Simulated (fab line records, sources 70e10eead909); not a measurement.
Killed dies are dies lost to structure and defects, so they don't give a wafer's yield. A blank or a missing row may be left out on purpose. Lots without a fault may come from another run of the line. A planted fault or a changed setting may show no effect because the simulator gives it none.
Chamber matching | flow nand_harc | NHARC_A_DECK1_JOINT_DEP_16 on pecvd-03: 3 sister chambers
The step deposits SiO2, target thk 45 nm. 6 wafers are shown with their chamber, then 8 later ones without.

WAFERS WITH THEIR CHAMBER
wafer  | chamber | throttle_valve_pct (%) | heater_power_w (W)
L087.1 | 0       | 15.3                   | 559
L087.6 | 0       | 15.3                   | 574
L087.2 | 2       | 16.7                   | 439
L087.4 | 2       | 16.8                   | 461
L087.5 | 1       | 15.8                   | 607
L089.1 | 1       | 15.8                   | 513

WAFERS WITHOUT THEIR CHAMBER
wafer  | throttle_valve_pct (%) | heater_power_w (W)
L089.2 | 15.3                   | 522
L089.3 | 16.4                   | 460
L094.4 | 16.7                   | 442
L094.5 | 15.9                   | 615
L094.6 | 15.5                   | 518
L095.1 | 16.0                   | 624
L095.2 | 15.5                   | 445
L095.5 | 16.7                   | 388

WHICH CHAMBER EACH WENT THROUGH
wafer  | from the rows above | in truth
L089.2 | 0                   | 0
L089.3 | 2                   | 2
L094.4 | 2                   | 2
L094.5 | 1                   | 1
L094.6 | 0                   | 0
L095.1 | 1                   | 1
L095.2 | 0                   | 0
L095.5 | 2                   | 2
Placed correctly: 8 of 8. Can't be placed from these rows: 0. Placed wrongly: 0.
How it was worked out, from the rows above alone: a wafer's distance from a chamber is the root of the sum, over the readings, of the square of ((its reading less the chamber's mean) divided by the reading's scatter). The wafer belongs to the nearest chamber; if the next one is less than 2 further off, it can't be placed. A chamber's mean is the mean of its shown wafers. The scatter: the root of (the sum of the squares of (reading less its chamber's mean) over the shown wafers, divided by (wafers less chambers)).
